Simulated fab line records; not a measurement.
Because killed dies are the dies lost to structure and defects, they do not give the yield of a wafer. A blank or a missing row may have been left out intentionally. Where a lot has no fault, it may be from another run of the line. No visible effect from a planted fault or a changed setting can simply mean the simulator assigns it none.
What tool caused it? / flow nand_harc / 12 lots, 36 wafers sampled, at 4 steps of a route of 1302

WHAT THE GAUGES SHOWED, per wafer
NHARC_A_BLC_CD_MEAS_10: the cd target is 100 nm.
lot=L567; measured=day 22 19:00; on=cd_sem-03; cd_nm (nm)=98.6 99.3 98.3
lot=L565; measured=day 23 00:57; on=cd_sem-02; cd_nm (nm)=99.5 100.0 100.0
lot=L570; measured=day 25 04:14; on=cd_sem-01; cd_nm (nm)=99.6 100.0 99.2
lot=L568; measured=day 25 12:44; on=cd_sem-02; cd_nm (nm)=100.4 99.4 99.7
lot=L571; measured=day 25 13:49; on=cd_sem-03; cd_nm (nm)=99.6 100.8 101.3
lot=L573; measured=day 25 23:43; on=cd_sem-02; cd_nm (nm)=100.0 99.8 98.9
lot=L574; measured=day 26 14:07; on=cd_sem-03; cd_nm (nm)=101.2 100.0 100.6
lot=L581; measured=day 29 00:28; on=cd_sem-01; cd_nm (nm)=94.2 94.9 93.1
lot=L583; measured=day 29 15:34; on=cd_sem-01; cd_nm (nm)=93.8 93.7 93.7
lot=L585; measured=day 30 08:44; on=cd_sem-01; cd_nm (nm)=100.9 101.4 100.7
lot=L587; measured=day 31 20:39; on=cd_sem-02; cd_nm (nm)=100.2 99.8 100.3
lot=L588; measured=day 32 04:37; on=cd_sem-01; cd_nm (nm)=98.4 99.6 100.3

NHARC_A_BLC_INSPECT_12.
lot=L567; measured=day 22 19:07; on=defect_inspect-01; raw_defect_count=91 67 61
lot=L565; measured=day 23 01:05; on=defect_inspect-02; raw_defect_count=13 19 21
lot=L570; measured=day 25 04:22; on=defect_inspect-02; raw_defect_count=52 64 67
lot=L568; measured=day 25 12:51; on=defect_inspect-02; raw_defect_count=25 19 36
lot=L571; measured=day 25 13:56; on=defect_inspect-01; raw_defect_count=148 142 170
lot=L573; measured=day 25 23:50; on=defect_inspect-01; raw_defect_count=170 165 143
lot=L574; measured=day 26 14:16; on=defect_inspect-01; raw_defect_count=74 69 75
lot=L581; measured=day 29 00:35; on=defect_inspect-02; raw_defect_count=98 98 116
lot=L583; measured=day 29 15:41; on=defect_inspect-02; raw_defect_count=81 82 84
lot=L585; measured=day 30 08:51; on=defect_inspect-01; raw_defect_count=136 120 130
lot=L587; measured=day 31 20:47; on=defect_inspect-01; raw_defect_count=20 19 18
lot=L588; measured=day 32 04:44; on=defect_inspect-01; raw_defect_count=56 63 64

WHICH TOOL RAN EACH LOT (tool, then ch and the chambers of the sampled wafers, then the start)
lot=L567; NHARC_A_CONTACT_ETCH_139=har_cap_etch-02 ch 0,1, day 22 14:55; NHARC_A_BLC_DEVELOP_09=litho_track-06 ch 0, day 22 18:00
lot=L565; NHARC_A_CONTACT_ETCH_139=har_cap_etch-01 ch 0,1, day 22 21:12; NHARC_A_BLC_DEVELOP_09=litho_track-01 ch 0, day 23 00:00
lot=L570; NHARC_A_CONTACT_ETCH_139=har_cap_etch-03 ch 0,1, day 25 00:29; NHARC_A_BLC_DEVELOP_09=litho_track-01 ch 0, day 25 04:00
lot=L568; NHARC_A_CONTACT_ETCH_139=har_cap_etch-03 ch 0,1, day 25 09:07; NHARC_A_BLC_DEVELOP_09=litho_track-06 ch 0, day 25 12:00
lot=L571; NHARC_A_CONTACT_ETCH_139=har_cap_etch-02 ch 0,1, day 25 10:17; NHARC_A_BLC_DEVELOP_09=litho_track-01 ch 0, day 25 13:00
lot=L573; NHARC_A_CONTACT_ETCH_139=har_cap_etch-02 ch 0,1, day 25 20:11; NHARC_A_BLC_DEVELOP_09=litho_track-06 ch 0, day 25 23:00
lot=L574; NHARC_A_CONTACT_ETCH_139=har_cap_etch-02 ch 0,1, day 26 10:31; NHARC_A_BLC_DEVELOP_09=litho_track-01 ch 0, day 26 14:00
lot=L581; NHARC_A_CONTACT_ETCH_139=har_cap_etch-01 ch 0,1, day 28 20:55; NHARC_A_BLC_DEVELOP_09=litho_track-06 ch 0, day 29 00:00
lot=L583; NHARC_A_CONTACT_ETCH_139=har_cap_etch-02 ch 0,1, day 29 11:35; NHARC_A_BLC_DEVELOP_09=litho_track-06 ch 0, day 29 15:00
lot=L585; NHARC_A_CONTACT_ETCH_139=har_cap_etch-01 ch 0,1, day 30 05:05; NHARC_A_BLC_DEVELOP_09=litho_track-01 ch 0, day 30 08:00
lot=L587; NHARC_A_CONTACT_ETCH_139=har_cap_etch-03 ch 0,1, day 31 17:04; NHARC_A_BLC_DEVELOP_09=litho_track-01 ch 0, day 31 20:00
lot=L588; NHARC_A_CONTACT_ETCH_139=har_cap_etch-02 ch 0,1, day 32 00:59; NHARC_A_BLC_DEVELOP_09=litho_track-04 ch 0, day 32 04:00
- NHARC_A_CONTACT_ETCH_139: etches the open film in C4F8/O2/Ar, time 195 s, target depth 840 nm.
- NHARC_A_BLC_DEVELOP_09: develop time 35 s.

WHAT THE TOOLS THEMSELVES READ (means of the sampled wafers that have a number; where no wafer has one, the mark that the record gives instead)
The record holds no such reading with a usual standard deviation.

THE ANSWER, worked out from the rows above alone
Rule: usual is defined by the lots themselves. The widest of any qualifying gaps counts: lots, ordered by their means at a reading, are off when they make up no more than a third of the lots, leave a main group of 4 or more, and stand apart from it by 3 or more times the standard deviation of that group's means. If all means in a main group match to the digits the tables above print for the reading, that group is not used. A lot without any number at a reading at which 4 lots or more have one is off too. The other lots that the step has rows for count as sound. First the gauges in route order, then the tools' own readings, where a lot's mean is used as printed above. At the first step where some lot is off, the reading lying furthest off is the one used; lots without a number count as furthest.
Off, at NHARC_A_BLC_CD_MEAS_10 on cd_nm: L581, L583. The main group has a mean of 99.9 nm with a standard deviation of 0.63.
If a tool, at a process step before that reading, ran all the lots that are off and no sound lot after the first of them, it fits. The gauges at NHARC_A_BLC_CD_MEAS_10 are tried like those tools. One fits: NHARC_A_BLC_DEVELOP_09 on litho_track-06. A fault onset in the window from L573 (day 25 23:00, its last sound lot) to L581 (day 29 00:00, its first lot off) fits.

WHAT THE SIMULATOR HAD INSERTED
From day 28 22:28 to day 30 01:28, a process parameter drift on litho_track-06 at NHARC_A_BLC_DEVELOP_09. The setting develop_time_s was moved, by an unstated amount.
Lots struck among those shown: L581, L583. The same result came from the rule above.
